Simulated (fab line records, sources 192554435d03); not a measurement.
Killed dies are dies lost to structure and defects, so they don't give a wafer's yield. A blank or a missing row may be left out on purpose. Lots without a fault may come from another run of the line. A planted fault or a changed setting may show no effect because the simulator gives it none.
Chamber matching | flow n5_finfet | N5_BEOL_M10_ETCH_66 on rie_diel-01: 4 sister chambers
The step etches SOC in N2/H2, target depth 120 nm, overetch 24 nm, time 180 s. 18 wafers are shown with their chamber, then 9 later ones without.

WAFERS WITH THEIR CHAMBER
wafer  | chamber | drypump_motor_current_A (A) | showerhead_plenum_p_Torr (Torr) | rf_vpp_V (V)
L077.1 | 0       | 6.0                         | 2.69                            | 527.1
L077.2 | 2       | 5.9                         | 2.59                            | 525.9
L077.3 | 1       | 6.1                         | 2.49                            | 522.3
L079.1 | 3       | 5.3                         | 2.67                            | 527.1
L079.3 | 0       | 6.0                         | 2.69                            | 528.4
L079.5 | 3       | 5.3                         | 2.67                            | 528.3
L081.2 | 0       | 6.0                         | 2.69                            | 526.6
L081.3 | 3       | 5.3                         | 2.67                            | 526.9
L081.4 | 1       | 6.1                         | 2.49                            | 523.3
L083.1 | 0       | 6.0                         | 2.68                            | 526.6
L083.4 | 1       | 6.0                         | 2.49                            | 523.2
L083.5 | 0       | 6.0                         | 2.68                            | 528.1
L086.2 | 1       | 6.0                         | 2.48                            | 523.8
L086.3 | 0       | 6.0                         | 2.68                            | 528.0
L086.6 | 3       | 5.3                         | 2.66                            | 528.5
L087.1 | 2       | 5.9                         | 2.59                            | 525.0
L087.2 | 3       | 5.3                         | 2.66                            | 527.7
L087.5 | 1       | 6.1                         | 2.48                            | 521.7

SIGNATURES (means of the wafers above)
reading                  | chamber 0 | chamber 1 | chamber 2 | chamber 3 | scatter within a chamber
drypump_motor_current_A  | 6.000     | 6.060     | 5.900     | 5.300     | 0.0293
showerhead_plenum_p_Torr | 2.6850    | 2.4860    | 2.5900    | 2.6660    | 0.00528
rf_vpp_V                 | 527.467   | 522.860   | 525.450   | 527.700   | 0.777
Rule: a wafer's distance from a chamber is the root of the sum, over the readings, of the square of ((its reading less the chamber's mean) divided by the reading's scatter). The wafer belongs to the nearest chamber; if the next one is less than 2 further off, it can't be placed. The scatter: the root of (the sum of the squares of (reading less its chamber's mean) over the shown wafers, divided by (wafers less chambers)).

WAFERS WITHOUT THEIR CHAMBER
wafer  | drypump_motor_current_A (A) | showerhead_plenum_p_Torr (Torr) | rf_vpp_V (V)
L090.1 | 6.1                         | 2.48                            | 521.9
L090.4 | 5.3                         | 2.66                            | 529.7
L090.5 | 6.1                         | 2.48                            | 522.6
L095.3 | 6.0                         | 2.67                            | 526.9
L095.5 | 5.3                         | 2.65                            | 526.8
L095.6 | 6.0                         | 2.67                            | 525.6
L096.3 | 5.9                         | 2.58                            | 525.1
L096.4 | 5.3                         | 2.65                            | 526.8
L096.5 | 5.3                         | 2.65                            | 528.0

WHICH CHAMBER EACH WENT THROUGH
wafer  | from the rows above | in truth
L090.1 | 1                   | 1
L090.4 | 3                   | 3
L090.5 | 1                   | 1
L095.3 | 0                   | 0
L095.5 | 3                   | 3
L095.6 | 0                   | 0
L096.3 | 2                   | 2
L096.4 | 3                   | 3
L096.5 | 3                   | 3
Placed correctly: 9 of 9. Can't be placed from these rows: 0. Placed wrongly: 0.
